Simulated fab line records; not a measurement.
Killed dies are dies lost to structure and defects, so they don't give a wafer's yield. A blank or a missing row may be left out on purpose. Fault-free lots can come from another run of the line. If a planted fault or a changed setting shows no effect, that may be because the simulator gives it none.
Which tool was responsible? || flow nand-harc || 24 lots, 72 wafers sampled, at 5 steps of a route of 1302

WHAT THE GAUGES SHOWED, per wafer
NHARC_P_M0_THK_MEAS_24: measures by xrf.
{"lot": "L074", "measured": "day 6 08:10", "on": "film-metro-02", "thk-nm (nm)": "116.3 114.9 115.1"}
{"lot": "L075", "measured": "day 6 13:25", "on": "film-metro-02", "thk-nm (nm)": "116.3 115.9 116.8"}
{"lot": "L076", "measured": "day 7 00:06", "on": "film-metro-01", "thk-nm (nm)": "115.0 116.0 114.8"}
{"lot": "L077", "measured": "day 7 14:22", "on": "film-metro-02", "thk-nm (nm)": "115.0 114.3 116.1"}
{"lot": "L079", "measured": "day 8 02:09", "on": "film-metro-02", "thk-nm (nm)": "119.2 120.7 119.2"}
{"lot": "L078", "measured": "day 8 02:31", "on": "film-metro-02", "thk-nm (nm)": "118.3 119.0 120.1"}
{"lot": "L080", "measured": "day 9 00:05", "on": "film-metro-02", "thk-nm (nm)": "118.6 118.8 117.7"}
{"lot": "L081", "measured": "day 9 07:31", "on": "film-metro-01", "thk-nm (nm)": "117.0 116.0 117.0"}
{"lot": "L082", "measured": "day 9 10:37", "on": "film-metro-02", "thk-nm (nm)": "117.2 116.1 119.0"}
{"lot": "L083", "measured": "day 9 21:11", "on": "film-metro-01", "thk-nm (nm)": "119.3 117.4 117.4"}
{"lot": "L084", "measured": "day 10 08:00", "on": "film-metro-02", "thk-nm (nm)": "115.4 117.0 116.2"}
{"lot": "L085", "measured": "day 10 22:05", "on": "film-metro-01", "thk-nm (nm)": "117.8 117.1 117.1"}
{"lot": "L086", "measured": "day 11 03:25", "on": "film-metro-01", "thk-nm (nm)": "117.8 116.6 118.5"}
{"lot": "L087", "measured": "day 11 16:13", "on": "film-metro-02", "thk-nm (nm)": "117.2 115.1 118.5"}
{"lot": "L088", "measured": "day 12 02:22", "on": "film-metro-01", "thk-nm (nm)": "114.5 118.2 116.4"}
{"lot": "L089", "measured": "day 12 04:49", "on": "film-metro-02", "thk-nm (nm)": "119.6 117.3 120.9"}
{"lot": "L090", "measured": "day 12 18:28", "on": "film-metro-01", "thk-nm (nm)": "117.8 119.5 118.5"}
{"lot": "L091", "measured": "day 13 07:12", "on": "film-metro-01", "thk-nm (nm)": "118.7 117.9 120.0"}
{"lot": "L092", "measured": "day 13 22:26", "on": "film-metro-01", "thk-nm (nm)": "117.0 117.3 118.4"}
{"lot": "L093", "measured": "day 13 23:48", "on": "film-metro-01", "thk-nm (nm)": "117.8 116.7 117.9"}
{"lot": "L094", "measured": "day 14 10:14", "on": "film-metro-01", "thk-nm (nm)": "116.8 119.0 116.1"}
{"lot": "L096", "measured": "day 15 01:49", "on": "film-metro-02", "thk-nm (nm)": "118.1 119.3 118.0"}
{"lot": "L095", "measured": "day 15 02:45", "on": "film-metro-01", "thk-nm (nm)": "116.4 116.4 114.4"}
{"lot": "L097", "measured": "day 15 14:31", "on": "film-metro-02", "thk-nm (nm)": "117.6 117.7 117.0"}

NHARC_P_M0_INSPECT_27.
{"lot": "L074", "measured": "day 6 08:19", "on": "defect-inspect-01", "raw-defect-count": "308 229 190"}
{"lot": "L075", "measured": "day 6 13:34", "on": "defect-inspect-01", "raw-defect-count": "145 267 169"}
{"lot": "L076", "measured": "day 7 00:15", "on": "defect-inspect-02", "raw-defect-count": "151 224 204"}
{"lot": "L077", "measured": "day 7 14:32", "on": "defect-inspect-01", "raw-defect-count": "361 351 206"}
{"lot": "L079", "measured": "day 8 02:19", "on": "defect-inspect-01", "raw-defect-count": "171 196 307"}
{"lot": "L078", "measured": "day 8 02:40", "on": "defect-inspect-01", "raw-defect-count": "213 298 211"}
{"lot": "L080", "measured": "day 9 00:14", "on": "defect-inspect-02", "raw-defect-count": "166 124 132"}
{"lot": "L081", "measured": "day 9 07:40", "on": "defect-inspect-01", "raw-defect-count": "195 271 390"}
{"lot": "L082", "measured": "day 9 10:46", "on": "defect-inspect-02", "raw-defect-count": "211 324 407"}
{"lot": "L083", "measured": "day 9 21:20", "on": "defect-inspect-01", "raw-defect-count": "217 327 222"}
{"lot": "L084", "measured": "day 10 08:10", "on": "defect-inspect-02", "raw-defect-count": "212 324 376"}
{"lot": "L085", "measured": "day 10 22:14", "on": "defect-inspect-01", "raw-defect-count": "150 247 170"}
{"lot": "L086", "measured": "day 11 03:35", "on": "defect-inspect-01", "raw-defect-count": "305 205 262"}
{"lot": "L087", "measured": "day 11 16:22", "on": "defect-inspect-02", "raw-defect-count": "291 329 299"}
{"lot": "L088", "measured": "day 12 02:32", "on": "defect-inspect-01", "raw-defect-count": "342 405 344"}
{"lot": "L089", "measured": "day 12 04:59", "on": "defect-inspect-01", "raw-defect-count": "306 404 253"}
{"lot": "L090", "measured": "day 12 18:37", "on": "defect-inspect-01", "raw-defect-count": "176 292 276"}
{"lot": "L091", "measured": "day 13 07:21", "on": "defect-inspect-01", "raw-defect-count": "274 338 459"}
{"lot": "L092", "measured": "day 13 22:36", "on": "defect-inspect-01", "raw-defect-count": "403 452 205"}
{"lot": "L093", "measured": "day 13 23:58", "on": "defect-inspect-02", "raw-defect-count": "193 405 311"}
{"lot": "L094", "measured": "day 14 10:23", "on": "defect-inspect-01", "raw-defect-count": "245 197 286"}
{"lot": "L096", "measured": "day 15 01:58", "on": "defect-inspect-02", "raw-defect-count": "290 434 126"}
{"lot": "L095", "measured": "day 15 02:55", "on": "defect-inspect-02", "raw-defect-count": "290 163 217"}
{"lot": "L097", "measured": "day 15 14:40", "on": "defect-inspect-02", "raw-defect-count": "287 495 248"}

NHARC_P_M1_INSPECT_11.
{"lot": "L074", "measured": "day 6 09:52", "on": "defect-inspect-01", "raw-defect-count": "2 4 3"}
{"lot": "L075", "measured": "day 6 15:05", "on": "defect-inspect-02", "raw-defect-count": "6 5 3"}
{"lot": "L076", "measured": "day 7 01:38", "on": "defect-inspect-02", "raw-defect-count": "4 8 6"}
{"lot": "L077", "measured": "day 7 15:56", "on": "defect-inspect-02", "raw-defect-count": "5 7 7"}
{"lot": "L079", "measured": "day 8 03:50", "on": "defect-inspect-02", "raw-defect-count": "3 5 5"}
{"lot": "L078", "measured": "day 8 04:10", "on": "defect-inspect-01", "raw-defect-count": "5 3 5"}
{"lot": "L080", "measured": "day 9 01:46", "on": "defect-inspect-01", "raw-defect-count": "4 1 4"}
{"lot": "L081", "measured": "day 9 09:11", "on": "defect-inspect-02", "raw-defect-count": "5 3 1"}
{"lot": "L082", "measured": "day 9 12:16", "on": "defect-inspect-02", "raw-defect-count": "2 4 3"}
{"lot": "L083", "measured": "day 9 22:52", "on": "defect-inspect-01", "raw-defect-count": "2 7 5"}
{"lot": "L084", "measured": "day 10 09:33", "on": "defect-inspect-02", "raw-defect-count": "2 2 1"}
{"lot": "L085", "measured": "day 10 23:46", "on": "defect-inspect-01", "raw-defect-count": "9 10 9"}
{"lot": "L086", "measured": "day 11 04:58", "on": "defect-inspect-01", "raw-defect-count": "5 4 3"}
{"lot": "L087", "measured": "day 11 17:53", "on": "defect-inspect-02", "raw-defect-count": "7 4 7"}
{"lot": "L088", "measured": "day 12 04:03", "on": "defect-inspect-02", "raw-defect-count": "4 3 5"}
{"lot": "L089", "measured": "day 12 06:30", "on": "defect-inspect-02", "raw-defect-count": "6 4 2"}
{"lot": "L090", "measured": "day 12 20:08", "on": "defect-inspect-01", "raw-defect-count": "4 3 4"}
{"lot": "L091", "measured": "day 13 08:58", "on": "defect-inspect-02", "raw-defect-count": "8 8 7"}
{"lot": "L092", "measured": "day 14 00:07", "on": "defect-inspect-01", "raw-defect-count": "3 0 6"}
{"lot": "L093", "measured": "day 14 01:29", "on": "defect-inspect-02", "raw-defect-count": "4 2 4"}
{"lot": "L094", "measured": "day 14 11:58", "on": "defect-inspect-02", "raw-defect-count": "5 2 3"}
{"lot": "L096", "measured": "day 15 03:29", "on": "defect-inspect-02", "raw-defect-count": "7 3 2"}
{"lot": "L095", "measured": "day 15 04:28", "on": "defect-inspect-02", "raw-defect-count": "8 11 12"}
{"lot": "L097", "measured": "day 15 16:11", "on": "defect-inspect-02", "raw-defect-count": "4 6 3"}

NHARC_P_M1_CD_MEAS_16.
{"lot": "L074", "measured": "day 6 10:14", "on": "cd-sem-03", "cd-nm (nm)": "131.3 129.8 130.5"}
{"lot": "L075", "measured": "day 6 15:28", "on": "cd-sem-03", "cd-nm (nm)": "132.1 130.1 131.1"}
{"lot": "L076", "measured": "day 7 02:01", "on": "cd-sem-01", "cd-nm (nm)": "129.7 130.3 130.2"}
{"lot": "L077", "measured": "day 7 16:18", "on": "cd-sem-02", "cd-nm (nm)": "129.5 130.8 130.3"}
{"lot": "L079", "measured": "day 8 04:11", "on": "cd-sem-01", "cd-nm (nm)": "130.3 129.4 129.7"}
{"lot": "L078", "measured": "day 8 04:32", "on": "cd-sem-01", "cd-nm (nm)": "130.0 132.4 130.4"}
{"lot": "L080", "measured": "day 9 02:08", "on": "cd-sem-03", "cd-nm (nm)": "129.8 129.9 130.2"}
{"lot": "L081", "measured": "day 9 09:33", "on": "cd-sem-02", "cd-nm (nm)": "130.4 129.8 130.4"}
{"lot": "L082", "measured": "day 9 12:38", "on": "cd-sem-02", "cd-nm (nm)": "129.5 130.4 129.6"}
{"lot": "L083", "measured": "day 9 23:16", "on": "cd-sem-02", "cd-nm (nm)": "130.6 130.5 129.7"}
{"lot": "L084", "measured": "day 10 09:55", "on": "cd-sem-02", "cd-nm (nm)": "129.9 128.8 130.0"}
{"lot": "L085", "measured": "day 11 00:08", "on": "cd-sem-03", "cd-nm (nm)": "130.1 130.3 130.2"}
{"lot": "L086", "measured": "day 11 05:20", "on": "cd-sem-02", "cd-nm (nm)": "129.4 129.3 129.1"}
{"lot": "L087", "measured": "day 11 18:15", "on": "cd-sem-02", "cd-nm (nm)": "129.8 130.7 130.9"}
{"lot": "L088", "measured": "day 12 04:25", "on": "cd-sem-02", "cd-nm (nm)": "129.0 129.6 129.2"}
{"lot": "L089", "measured": "day 12 06:52", "on": "cd-sem-03", "cd-nm (nm)": "130.6 129.3 130.2"}
{"lot": "L090", "measured": "day 12 20:31", "on": "cd-sem-03", "cd-nm (nm)": "129.5 130.8 129.8"}
{"lot": "L091", "measured": "day 13 09:19", "on": "cd-sem-03", "cd-nm (nm)": "129.4 128.5 128.3"}
{"lot": "L092", "measured": "day 14 00:30", "on": "cd-sem-02", "cd-nm (nm)": "130.0 130.8 130.1"}
{"lot": "L093", "measured": "day 14 01:51", "on": "cd-sem-02", "cd-nm (nm)": "128.5 128.1 128.8"}
{"lot": "L094", "measured": "day 14 12:20", "on": "cd-sem-02", "cd-nm (nm)": "130.9 130.1 129.6"}
{"lot": "L096", "measured": "day 15 03:51", "on": "cd-sem-01", "cd-nm (nm)": "128.4 130.0 128.9"}
{"lot": "L095", "measured": "day 15 04:49", "on": "cd-sem-01", "cd-nm (nm)": "128.0 130.1 128.8"}
{"lot": "L097", "measured": "day 15 16:34", "on": "cd-sem-03", "cd-nm (nm)": "131.3 129.3 130.1"}

WHICH TOOL RAN EACH LOT (tool, then ch and the chambers of the sampled wafers, then the start)
{"lot": "L074", "NHARC_P_M0_ANNEAL_30": "rtp-anneal-01 ch 0, day 6 07:28"}
{"lot": "L075", "NHARC_P_M0_ANNEAL_30": "rtp-anneal-02 ch 0, day 6 12:55"}
{"lot": "L076", "NHARC_P_M0_ANNEAL_30": "rtp-anneal-02 ch 0, day 6 23:32"}
{"lot": "L077", "NHARC_P_M0_ANNEAL_30": "rtp-anneal-02 ch 0, day 7 13:43"}
{"lot": "L079", "NHARC_P_M0_ANNEAL_30": "rtp-anneal-01 ch 0, day 8 01:33"}
{"lot": "L078", "NHARC_P_M0_ANNEAL_30": "rtp-anneal-02 ch 0, day 8 01:57"}
{"lot": "L080", "NHARC_P_M0_ANNEAL_30": "rtp-anneal-01 ch 0, day 8 23:35"}
{"lot": "L081", "NHARC_P_M0_ANNEAL_30": "rtp-anneal-02 ch 0, day 9 06:50"}
{"lot": "L082", "NHARC_P_M0_ANNEAL_30": "rtp-anneal-02 ch 0, day 9 09:58"}
{"lot": "L083", "NHARC_P_M0_ANNEAL_30": "rtp-anneal-01 ch 0, day 9 20:37"}
{"lot": "L084", "NHARC_P_M0_ANNEAL_30": "rtp-anneal-02 ch 0, day 10 07:24"}
{"lot": "L085", "NHARC_P_M0_ANNEAL_30": "rtp-anneal-01 ch 0, day 10 21:32"}
{"lot": "L086", "NHARC_P_M0_ANNEAL_30": "rtp-anneal-01 ch 0, day 11 02:46"}
{"lot": "L087", "NHARC_P_M0_ANNEAL_30": "rtp-anneal-01 ch 0, day 11 15:33"}
{"lot": "L088", "NHARC_P_M0_ANNEAL_30": "rtp-anneal-01 ch 0, day 12 01:46"}
{"lot": "L089", "NHARC_P_M0_ANNEAL_30": "rtp-anneal-02 ch 0, day 12 04:10"}
{"lot": "L090", "NHARC_P_M0_ANNEAL_30": "rtp-anneal-02 ch 0, day 12 17:55"}
{"lot": "L091", "NHARC_P_M0_ANNEAL_30": "rtp-anneal-01 ch 0, day 13 06:32"}
{"lot": "L092", "NHARC_P_M0_ANNEAL_30": "rtp-anneal-02 ch 0, day 13 21:47"}
{"lot": "L093", "NHARC_P_M0_ANNEAL_30": "rtp-anneal-02 ch 0, day 13 23:17"}
{"lot": "L094", "NHARC_P_M0_ANNEAL_30": "rtp-anneal-01 ch 0, day 14 09:40"}
{"lot": "L096", "NHARC_P_M0_ANNEAL_30": "rtp-anneal-02 ch 0, day 15 01:08"}
{"lot": "L095", "NHARC_P_M0_ANNEAL_30": "rtp-anneal-01 ch 0, day 15 02:06"}
{"lot": "L097", "NHARC_P_M0_ANNEAL_30": "rtp-anneal-02 ch 0, day 15 13:57"}
- NHARC_P_M0_ANNEAL_30: time 90 s.

WHAT THE TOOLS THEMSELVES READ (means of the sampled wafers that have a number; where no wafer has one, the mark that the record gives instead)
NHARC_P_M0_ANNEAL_30.
{"lot": "L074", "tool": "rtp-anneal-01", "wafer_temp_C_max": 226.3}
{"lot": "L075", "tool": "rtp-anneal-02", "wafer_temp_C_max": 226.5}
{"lot": "L076", "tool": "rtp-anneal-02", "wafer_temp_C_max": 226.5}
{"lot": "L077", "tool": "rtp-anneal-02", "wafer_temp_C_max": 226.5}
{"lot": "L079", "tool": "rtp-anneal-01", "wafer_temp_C_max": 226.5}
{"lot": "L078", "tool": "rtp-anneal-02", "wafer_temp_C_max": 226.4}
{"lot": "L080", "tool": "rtp-anneal-01", "wafer_temp_C_max": 226.2}
{"lot": "L081", "tool": "rtp-anneal-02", "wafer_temp_C_max": 226.5}
{"lot": "L082", "tool": "rtp-anneal-02", "wafer_temp_C_max": 226.7}
{"lot": "L083", "tool": "rtp-anneal-01", "wafer_temp_C_max": 226.6}
{"lot": "L084", "tool": "rtp-anneal-02", "wafer_temp_C_max": 226.5}
{"lot": "L085", "tool": "rtp-anneal-01", "wafer_temp_C_max": 226.8}
{"lot": "L086", "tool": "rtp-anneal-01", "wafer_temp_C_max": 226.1}
{"lot": "L087", "tool": "rtp-anneal-01", "wafer_temp_C_max": 226.6}
{"lot": "L088", "tool": "rtp-anneal-01", "wafer_temp_C_max": 226.4}
{"lot": "L089", "tool": "rtp-anneal-02", "wafer_temp_C_max": 226.4}
{"lot": "L090", "tool": "rtp-anneal-02", "wafer_temp_C_max": 226.5}
{"lot": "L091", "tool": "rtp-anneal-01", "wafer_temp_C_max": 226.3}
{"lot": "L092", "tool": "rtp-anneal-02", "wafer_temp_C_max": 226.4}
{"lot": "L093", "tool": "rtp-anneal-02", "wafer_temp_C_max": 226.5}
{"lot": "L094", "tool": "rtp-anneal-01", "wafer_temp_C_max": 226.0}
{"lot": "L096", "tool": "rtp-anneal-02", "wafer_temp_C_max": 226.4}
{"lot": "L095", "tool": "rtp-anneal-01", "wafer_temp_C_max": 226.1}
{"lot": "L097", "tool": "rtp-anneal-02", "wafer_temp_C_max": 226.8}

THE ANSWER, worked out from the rows above alone
Rule: the lots themselves supply what counts as usual. The widest of any qualifying gaps counts: lots, ordered by their means at a reading, are off when they make up no more than a third of the lots, leave a main group of 4 or more, and stand apart from it by 3 or more times the standard deviation of that group's means. Not used: any main group whose means are identical at the precision the tables above print for the reading. Also off: a lot with no number at a reading for which 4 or more lots have one. Any other lot the step has rows for is counted as sound. Order of review: gauges by route order, followed by the tools' own readings, for which a lot's mean as printed above is used. At the first step where some lot is off, the reading lying furthest off is the one used; lots without a number count as furthest.
Nothing can be told from this: no lot is off at any reading shown.

WHAT THE SIMULATOR HAD INSERTED
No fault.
